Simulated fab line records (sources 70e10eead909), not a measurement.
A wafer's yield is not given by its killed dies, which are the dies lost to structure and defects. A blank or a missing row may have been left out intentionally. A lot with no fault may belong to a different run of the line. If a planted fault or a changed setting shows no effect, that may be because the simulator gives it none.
A struck lot beside a sound one	flow nand harc	14 out of 1159 route steps
Sound: wafers L822.1, L822.2, L822.4. Struck: wafer L836.2 (left out: L836.4, L836.5 of the same lot, which were not struck); the cause appears at the end.
Per side, at each step with rows, come the tool, then ch with its chambers, and then its first start. Under that, the readings that differ: sound wafers	struck wafers	difference of the means	sigmas: that difference in standard deviations of wafers without a fault.
alike: a reading whose means differ by less than 2 such deviations, as well as words and numbers matching on both sides. not compared: withheld readings; readings where some wafer has no value; bounds like >300 that might hide an equal value; numbers whose values overlap and for which the record gives no deviation.
A row with sigmas, a row that says differs or no value, or rows on one side alone: a step with any of these is where the two part. Non-overlapping numbers with no deviation appear without sigmas and do not part them. Lack of a reading on every wafer of one side parts them only where that side has two or more wafers.

NHARC_A_STAIRCASE_ETCH_190: etches the open film in C4F8/O2, target depth 100 nm, time 40.5 s.
  sound on rie diel-04 ch 1,2,3; struck on rie diel-05 ch 2
reading	sound	struck	difference	sigmas
rf hours counter h (h)	54 44 49	61	+12	
  alike: bias w, chamber pressure mTorr, oes product au, rf vpp V
NHARC_A_STAIRCASE_TRIM_191: chemistry O2, time 211.2 s.
  sound on rie diel-04 ch 0,2,3; struck on rie diel-05 ch 0
reading	sound	struck	difference	sigmas
rf hours counter h (h)	53 54 44	63	+13	
  alike: chamber pressure mTorr, drypump motor current A, oes product au, rf vpp V, run length s, showerhead plenum p Torr, throttle valve pct
NHARC_A_STAIRCASE_ETCH_192: etches the open film in C4F8/O2, target depth 100 nm, time 40.5 s.
  sound on rie diel-04 ch 0,2,3; struck on rie diel-05 ch 3
reading	sound	struck	difference	sigmas
rf hours counter h (h)	53 54 44	63	+13	
rf vpp V (V)	898 899 892	888	-8	-2
  alike: bias w, chamber pressure mTorr, oes product au
then, 5 steps without rows for these wafers: NHARC_A_STAIRCASE_TRIM_193 (chemistry O2, time 211.2 s); NHARC_A_STAIRCASE_ETCH_194 (etches the open film in C4F8/O2, target depth 100 nm, time 40.5 s); NHARC_A_STAIRCASE_TRIM_196 (chemistry O2, time 211.2 s); NHARC_A_STAIRCASE_ETCH_197 (etches the open film in C4F8/O2, target depth 100 nm, time 40.5 s); NHARC_A_STAIRCASE_TRIM_198 (chemistry O2, time 211.2 s).
NHARC_A_STAIRCASE_ETCH_199: etches the open film in C4F8/O2, target depth 100 nm, time 40.5 s.
  sound on rie diel-04 ch 0,2,3; struck on rie diel-04 ch 3
reading	sound	struck	difference	sigmas
rf hours counter h (h)	44 53 55	16	-35	
  alike: bias w, chamber pressure mTorr, oes product au, rf vpp V
then, 1 step without rows for these wafers: NHARC_A_STAIRCASE_TRIM_200 (chemistry O2, time 211.2 s).
NHARC_A_STAIRCASE_ETCH_201: etches the open film in C4F8/O2, target depth 100 nm, time 40.5 s.
  sound on rie diel-04 ch 0,1,2; struck on rie diel-04 ch 2
reading	sound	struck	difference	sigmas
rf hours counter h (h)	54 50 45	15	-35	
  alike: bias w, chamber pressure mTorr, oes product au, rf vpp V
NHARC_A_STAIRCASE_TRIM_202: chemistry O2, time 211.2 s.
  sound on rie diel-04 ch 1,2,3, day 11 12:34; struck on rie diel-04 ch 0, day 15 02:40
reading	sound	struck	difference	sigmas
rf hours counter h (h)	55 45 50	16	-34	
run length s (s)	232.4 232.2 232.2	154.6	-77.7	-99 or more
  alike: chamber pressure mTorr, drypump motor current A, oes product au, rf vpp V, showerhead plenum p Torr, throttle valve pct
  not compared: bias w
then, 1 step without rows for these wafers: NHARC_A_STAIRCASE_ETCH_203 (etches the open film in C4F8/O2, target depth 100 nm, time 40.5 s).
-- the record jumps here: 10 days lie between the struck wafers' starts before and after (it left off in module A_STAIRCASE and takes up again in module END, whose first step shown is number 1159 of the route) --
NHARC_END_SORT_01:
  only the struck wafers appear in the record here, on prober-01 ch 0 at day 24 20:20; the sound ones have no rows

WHERE THEY PART
At NHARC_A_STAIRCASE_ETCH_192 first; at NHARC_END_SORT_01 last (within this record only).

WHY: the cause the simulator had injected
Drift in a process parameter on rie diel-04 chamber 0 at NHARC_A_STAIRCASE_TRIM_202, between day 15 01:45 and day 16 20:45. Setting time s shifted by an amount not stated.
